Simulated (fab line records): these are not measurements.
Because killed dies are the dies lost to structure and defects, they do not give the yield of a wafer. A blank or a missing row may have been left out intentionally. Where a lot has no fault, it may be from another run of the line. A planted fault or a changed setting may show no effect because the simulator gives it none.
Chamber matching    flow n5 finfet    N5_FIN_CUT_CUT_ETCH_26 on rie diel-05: 4 sister chambers
The step etches SiNx in CH3F/O2, target depth 39 nm, time 55.7 s. 18 wafers are shown with their chamber, then 9 later ones without.

EACH WAFER AND ITS CHAMBER
wafer   chamber  throttle valve pct (%)  showerhead plenum p Torr (Torr)  rf vpp V (V)
L074.2  2        16.02                   2.03                             290
L074.3  1        16.05                   2.08                             290
L074.4  0        16.33                   1.99                             303
L078.1  3        16.50                   1.97                             298
L078.5  3        16.48                   1.97                             299
L078.6  0        16.35                   1.99                             304
L079.2  1        16.06                   2.07                             291
L079.4  2        16.04                   2.03                             290
L079.6  0        16.35                   1.99                             306
L080.4  0        16.37                   1.99                             304
L080.5  2        16.04                   2.03                             289
L080.6  3        16.48                   1.97                             298
L088.2  0        16.37                   1.98                             304
L088.4  2        16.09                   2.02                             289
L088.6  2        16.06                   2.02                             287
L092.3  0        16.38                   1.98                             305
L092.4  0        16.40                   1.98                             304
L092.5  2        16.08                   2.02                             288

SIGNATURES (means of the wafers above)
reading                   chamber 0  chamber 1  chamber 2  chamber 3  scatter within a chamber
throttle valve pct        16.3643    16.0550    16.0550    16.4867    0.0224
showerhead plenum p Torr  1.9857     2.0750     2.0250     1.9700     0.00515
rf vpp V                  304.29     290.50     288.83     298.33     0.979
Rule: for each reading, subtract the chamber's mean from the wafer's reading, divide by that reading's scatter and square the result; add these up over the readings and take the root, which gives the wafer's distance from the chamber. The wafer belongs to the nearest chamber; if the next one is less than 2 further off, it can't be placed. The scatter: the root of (the sum of the squares of (reading less its chamber's mean) over the shown wafers, divided by (wafers less chambers)).

WAFERS MISSING THEIR CHAMBER
wafer   throttle valve pct (%)  showerhead plenum p Torr (Torr)  rf vpp V (V)
L094.1  16.12                   2.06                             288
L094.2  16.41                   1.98                             304
L094.4  16.54                   1.96                             298
L095.1  16.10                   2.02                             289
L095.4  16.40                   1.98                             304
L095.5  16.09                   2.02                             289
L097.1  16.13                   2.06                             290
L097.2  16.40                   1.98                             303
L097.6  16.10                   2.02                             289

CHAMBER TAKEN BY EACH
wafer   from the rows above  in truth
L094.1  1                    1
L094.2  0                    0
L094.4  3                    3
L095.1  2                    2
L095.4  0                    0
L095.5  2                    2
L097.1  1                    1
L097.2  0                    0
L097.6  2                    2
Correct placement for 9 of the 9. Can't be placed from these rows: 0. Wrongly placed: 0.
